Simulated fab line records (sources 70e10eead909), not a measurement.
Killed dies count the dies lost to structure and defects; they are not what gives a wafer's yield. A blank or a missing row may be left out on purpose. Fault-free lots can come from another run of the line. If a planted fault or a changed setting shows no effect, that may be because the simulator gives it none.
Struck lot and sound lot, side by side :: flow nand-harc :: 12 out of 1302 route steps
Sound: wafers L340.2, L340.4, L340.6. Struck: wafer L351.1; the same lot's L351.4 was not struck, so it is left out; see the end for the cause.
Order at every step that has rows: each side's tool, ch and its chambers, its first start. Under that, the readings that differ: sound wafers :: struck wafers :: difference of the means :: sigmas: that difference in standard deviations of wafers without a fault.
alike: readings whose means differ by less than 2 such deviations, and words and numbers that are the same on both sides. not compared: withheld readings, readings that some wafer has no value for, bounds like >300 that may hide the same value, and numbers for which the record gives no deviation and whose values overlap.
Wherever a step has rows on one side only, a row that says differs or no value, or a row with sigmas, the two part there. Numbers that don't overlap but have no deviation are shown without sigmas and don't part them. A reading missing from all wafers of one side parts the sides only when that side holds two or more wafers.

NHARC_A_WL_FILL_ALD_02: deposits TiN, target thk 2 nm, pulse time 3 s, ald cycles 100.
  sound on ald-metal-02 ch 1,2,3, day 20 02:15; struck on ald-metal-02 ch 1, day 24 00:53
reading: precursor-pulse-height-rel
sound: 1.045 0.980 1.019
struck: 0.976
difference: -0.039
sigmas: -2
  alike: heater-power-w
NHARC_A_WL_FILL_CVD_03: deposits W, target thk 40 nm, time 279 s.
  sound on cvd-w-02 ch 1, day 20 02:37; struck on cvd-w-01 ch 0, day 24 01:18
reading: throttle-valve-pct (%)
sound: 8.26 8.21 8.17
struck: 7.61
difference: -0.60
sigmas: -2
  alike: heater-power-w
then, 1 step without rows for these wafers: NHARC_A_WL_FILL_ETCHBACK_04 (etches the open film in NF3, target depth 60 nm, time 120 s).
NHARC_A_WL_FILL_ETCHBACK_05: etches the open film in Cl2/BCl3, target depth 22 nm, time 60 s.
  sound on rie-metal-03 ch 0,1, day 20 03:14; struck on rie-metal-02 ch 1, day 24 01:55
  alike: drypump-motor-current-A, oes-product-au, run-length-s
  not compared: rf-hours-counter-h
NHARC_A_WL_FILL_STRIP_27: strips in N2/H2, time 20 s.
  sound on plasma-asher-01 ch 0,1, day 20 03:23; struck on plasma-asher-01 ch 1, day 24 02:06
reading: heater-power-w (W)
sound: 311 287 276
struck: 328
difference: +37
sigmas: +3
  alike: drypump-motor-current-A
  not compared: rf-hours-counter-h
then, 5 steps without rows for these wafers: NHARC_A_WL_FILL_STRIP_28 (strips in post etch residue remover, time 1200 s); NHARC_A_WL_FILL_PRECLEAN_06 (cleans in DIW, time 300 s); NHARC_A_WL_FILL_SRD_07; NHARC_A_WL_FILL_ANNEAL_08 (time 1800 s); NHARC_A_WL_FILL_ALD_10 (deposits SiO2, target thk 50 nm, pulse time 10 s, ald cycles 500).
NHARC_A_WL_FILL_ETCHBACK_16: etches the open film in C4F8/O2/Ar, target depth 120 nm, time 24 s.
  sound on rie-diel-11 ch 0,2,3, day 20 13:11; struck on rie-diel-02 ch 0, day 24 15:10
reading: oes-product-au (a.u.)
sound: 0.933 0.932 0.928
struck: 1.010
difference: +0.079
sigmas: +3

reading: run-length-s (s)
sound: 44.6 44.6 46.0
struck: 26.1
difference: -19.0
sigmas: -37
  alike: rf-vpp-V
  not compared: rf-hours-counter-h
NHARC_A_WL_FILL_STRIP_29: strips in O2, time 20 s.
  sound on rie-diel-11 ch 1,2,3, day 20 13:17; struck on rie-diel-02 ch 3, day 24 15:16
  alike: drypump-motor-current-A, oes-product-au, rf-vpp-V, showerhead-plenum-p-Torr, throttle-valve-pct
  not compared: rf-hours-counter-h

## WHERE THEY PART
Earliest at NHARC_A_WL_FILL_ALD_02; latest, in this record, at NHARC_A_WL_FILL_ETCHBACK_16. Later steps at which nothing parts them and some readings are alike: NHARC_A_WL_FILL_STRIP_29.

WHY: the cause the simulator had injected
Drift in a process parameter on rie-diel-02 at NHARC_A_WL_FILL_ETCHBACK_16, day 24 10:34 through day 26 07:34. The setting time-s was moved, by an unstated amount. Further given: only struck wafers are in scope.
